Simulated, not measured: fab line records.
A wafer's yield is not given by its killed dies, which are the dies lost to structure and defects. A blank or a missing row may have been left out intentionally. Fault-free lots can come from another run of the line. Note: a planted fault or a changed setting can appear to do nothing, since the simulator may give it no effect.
Comparing a struck lot with a sound one || flow n5-finfet || 16 out of 1938 route steps
Sound: the wafers L592.1, L592.3, L592.5. The struck wafers were L610.1, L610.2, L610.4. The cause is named last.
For every step that has rows: the tool of each side, followed by ch and its chambers, followed by its first start. Under that, the readings that differ: sound wafers || struck wafers || difference of the means || sigmas: that difference in standard deviations of wafers without a fault.
alike: words and numbers the same on both sides, and readings whose means are apart by under 2 such deviations; not compared: readings that were withheld, readings missing a value for some wafer, numbers with overlapping values and no deviation given by the record, and bounds like >300 which may hide the same value.
Wherever a step has rows on one side only, a row that says differs or no value, or a row with sigmas, the two part there. Numbers that don't overlap but have no deviation are shown without sigmas and don't part them. Lack of a reading on every wafer of one side parts them only where that side has two or more wafers.

first, 4 steps without rows for these wafers: N5_HKMG_FIN_SOFTBAKE_44 (time 60 s); N5_HKMG_FIN_EXPOSE_46 (exposes mask NDIPOLE); N5_HKMG_FIN_PEB_47 (peb time 60 s); N5_HKMG_FIN_DEVELOP_48 (develop time 30 s).
N5_HKMG_FIN_CD_MEAS_49: target cd 202 nm.
  sound on cd-sem-03 ch 0, day 4 07:34; struck on cd-sem-02 ch 0, day 9 08:23
  alike: cd-nm
N5_HKMG_FIN_OVL_MEAS_50:
  sound on overlay-02 ch 0, day 4 07:35; struck on overlay-02 ch 0, day 9 08:25
  alike: NDIPOLE_OVL
N5_HKMG_FIN_INSPECT_61: inspects for defects (macro).
  sound on defect-inspect-01, day 4 07:37; struck on defect-inspect-02, day 9 08:26
  alike: raw-defect-count
N5_HKMG_FIN_DESCUM_53: chemistry O2, time 7.9 s.
  sound on rie-diel-05 ch 1,2, day 4 07:38; struck on rie-diel-05 ch 1,2,3, day 9 08:28
  alike: drypump-motor-current-A, oes-product-au, rf-vpp-V, showerhead-plenum-p-Torr, throttle-valve-pct
  not compared: rf-hours-counter-h
N5_HKMG_FIN_ETCH_54: etches SiARC in CF4, target depth 45.5 nm, time 75.8 s.
  sound on rie-diel-05 ch 1,2, day 4 07:41; struck on rie-diel-05 ch 1,2,3, day 9 08:30
  alike: drypump-motor-current-A, etch-rf-on-time-s, oes-product-au, rf-vpp-V, showerhead-plenum-p-Torr, throttle-valve-pct
  not compared: rf-hours-counter-h
N5_HKMG_FIN_ETCH_55: etches SOC in N2/H2, target depth 240 nm, time 300 s.
  sound on rie-diel-05 ch 1,2, day 4 07:44; struck on rie-diel-05 ch 1,2,3, day 9 08:34
  alike: drypump-motor-current-A, n2-flow-sccm, oes-product-au, rf-vpp-V, run-length-s, showerhead-plenum-p-Torr, throttle-valve-pct
  not compared: rf-hours-counter-h
then, 1 step without rows for these wafers: N5_HKMG_FIN_STRIP_56 (strips in N2/H2).
N5_HKMG_FIN_STRIP_57: strips in CF4.
  sound on rie-diel-05 ch 1,2, day 4 07:56; struck on rie-diel-05 ch 1,2,3, day 9 08:45
  alike: drypump-motor-current-A, oes-product-au, rf-vpp-V, showerhead-plenum-p-Torr, throttle-valve-pct
  not compared: rf-hours-counter-h
N5_HKMG_FIN_ETCH_58: etches SOC in N2/H2, target depth 215.8 nm, time 741 s.
  sound on rie-diel-05 ch 1,2, day 4 07:57; struck on rie-diel-05 ch 1,2,3, day 9 08:46
{"reading": "run-length-s (s)", "sound": "764.6 764.6 764.6", "struck": "429.1 427.7 428.7", "difference": -336.1, "sigmas": "-99 or more"}
{"reading": "model.etch.depth-nm (nm)", "sound": "218.2 216.9 217.5", "struck": "117.3 117.6 118.5", "difference": -99.7, "sigmas": ""}
{"reading": "model.SOC_of_HKMG_FIN_COAT_41.thk-nm (nm)", "sound": "81.4 82.4 82.4", "struck": "181.8 183.2 182.6", "difference": "+100.5", "sigmas": ""}
{"reading": "model.HKMG_FIN.feature-depth-nm (nm)", "sound": "218.2 217 217.4", "struck": "117.2 117.6 118.6", "difference": -99.7, "sigmas": ""}
  alike: drypump-motor-current-A, n2-flow-sccm, oes-product-au, rf-vpp-V, showerhead-plenum-p-Torr, throttle-valve-pct
  not compared: rf-hours-counter-h
N5_HKMG_FIN_STRIP_93: strips SOC in N2/H2, time 20 s.
  sound on rie-diel-05 ch 1,2, day 4 08:22; struck on rie-diel-05 ch 1,2,3, day 9 09:11
{"reading": "model.SOC_of_HKMG_FIN_COAT_41.thk-nm (nm)", "sound": "71.2 72.2 72", "struck": "171.6 173 172.4", "difference": "+100.5", "sigmas": ""}
  alike: drypump-motor-current-A, n2-flow-sccm, oes-product-au, rf-vpp-V, showerhead-plenum-p-Torr, throttle-valve-pct
  not compared: rf-hours-counter-h
then, 1 step without rows for these wafers: N5_HKMG_FIN_WET_ETCH_76 (etches Al2O3 in dNH4OH, stops on La2O3, target depth 2.25 nm, rinse time 30 s).
-- a jump in the record: the struck wafers' starts before and after are 10 days apart (it breaks off in module HKMG_FIN and resumes in module PASSIVATION, where the first step shown is number 1936 of the route) --
N5_PASSIVATION_PROBE_49:
  sound on prober-01, day 15 05:40; struck on prober-02, day 19 03:13
  alike: killed_at_M0_to_M3, killed_at_M4_up, killed-at-contacts, killed-at-front-end, killed-at-other, killed-dies, killed-on-rim, killed-open, killed-short

WHERE THEY PART
N5_HKMG_FIN_ETCH_58 only, going by this record. Later steps at which nothing parts them and some readings are alike: N5_HKMG_FIN_STRIP_93, N5_PASSIVATION_PROBE_49.

WHY: the cause the simulator had injected
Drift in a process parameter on rie-diel-05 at N5_HKMG_FIN_ETCH_58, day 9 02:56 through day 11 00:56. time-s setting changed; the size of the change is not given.
